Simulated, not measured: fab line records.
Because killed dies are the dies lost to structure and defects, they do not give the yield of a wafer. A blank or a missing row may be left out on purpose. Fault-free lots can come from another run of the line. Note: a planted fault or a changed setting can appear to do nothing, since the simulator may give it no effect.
Matching of chambers	flow n5 finfet	pecvd-04 running N5_FIN_SAQP_HM_DEP_72: 3 sister chambers
The step deposits SiO2 from SiH4/N2O, target thk 12 nm, time 7.2 s. 6 wafers are shown with their chamber, then 8 later ones without.

## WAFERS WITH THEIR CHAMBER
wafer	chamber	showerhead plenum p Torr (Torr)	heater power w (W)
L082.6	1	8.66	724
L083.5	1	8.64	762
L086.2	2	8.16	883
L086.3	2	8.15	849
L086.6	0	8.21	646
L092.2	0	8.23	671

## WAFERS WHOSE CHAMBER IS MISSING
wafer	showerhead plenum p Torr (Torr)	heater power w (W)
L092.4	8.63	763
L092.6	8.13	862
L093.1	8.21	701
L093.2	8.63	719
L093.3	8.15	912
L097.2	8.18	855
L097.4	8.16	806
L097.6	8.20	719

## WHICH CHAMBER EACH ONE RAN IN
wafer	from the rows above	in truth
L092.4	1	1
L092.6	2	2
L093.1	0	0
L093.2	1	1
L093.3	2	2
L097.2	2	2
L097.4	2	2
L097.6	0	0
8 of 8 placed correctly. From these rows, 0 cannot be placed. Placed wrongly: 0.
How it was worked out, from the rows above alone: a wafer's distance from a chamber is the root of the sum, over the readings, of the square of ((its reading less the chamber's mean) divided by the reading's scatter). If the next closest chamber is less than 2 further off than the closest, the wafer can't be placed; otherwise it belongs to the closest. A chamber's mean is the mean of its shown wafers. The scatter is the square root of a quotient: the sum, over the shown wafers, of each reading's squared deviation from its chamber's mean, divided by wafers minus chambers.
